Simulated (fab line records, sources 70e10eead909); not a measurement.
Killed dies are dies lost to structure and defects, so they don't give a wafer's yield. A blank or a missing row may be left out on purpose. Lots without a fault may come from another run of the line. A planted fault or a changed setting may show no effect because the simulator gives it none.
Which tool did it? | flow nand_harc | 7 lots, 21 wafers sampled, at 1 step of a route of 1302

WHAT THE GAUGES READ, wafer by wafer
NHARC_P_ZERO_WELL_CD_MEAS_24: target cd 720 nm.
lot  | measured     | on        | cd_nm (nm)
L853 | day 2 08:29  | cd_sem-03 | 720.2 720.6 721.4
L855 | day 3 04:35  | cd_sem-02 | 720.3 716.2 718.3
L858 | day 4 10:38  | cd_sem-01 | 719.8 721.1 723.4
L868 | day 8 14:40  | cd_sem-01 | 724.9 720.3 722.3
L870 | day 9 10:36  | cd_sem-02 | 719.3 716.0 722.7
L872 | day 10 06:23 | cd_sem-01 | 714.9 717.5 716.4
L875 | day 11 12:31 | cd_sem-01 | 720.2 723.2 719.5

WHICH TOOL RAN EACH LOT (tool, then ch and the chambers of the sampled wafers, then the start)
The record holds no process step before these readings.

THE ANSWER, worked out from the rows above alone
Rule: what is usual is taken from the lots themselves. Put in order of their means at a reading, lots are off if they are a third of the lots or fewer, leave a main group of 4 or more, and stand apart from it by a gap of 3 or more times the standard deviation of the main group's means; of several such gaps the widest counts. A main group whose means are all the same, to the digits that the tables above print for the reading, isn't used. A lot without any number at a reading at which 4 lots or more have one is off too. The other lots that the step has rows for count as sound.
No lot is off at any reading shown: from this, nothing can be told.

WHAT THE SIMULATOR HAD PUT IN
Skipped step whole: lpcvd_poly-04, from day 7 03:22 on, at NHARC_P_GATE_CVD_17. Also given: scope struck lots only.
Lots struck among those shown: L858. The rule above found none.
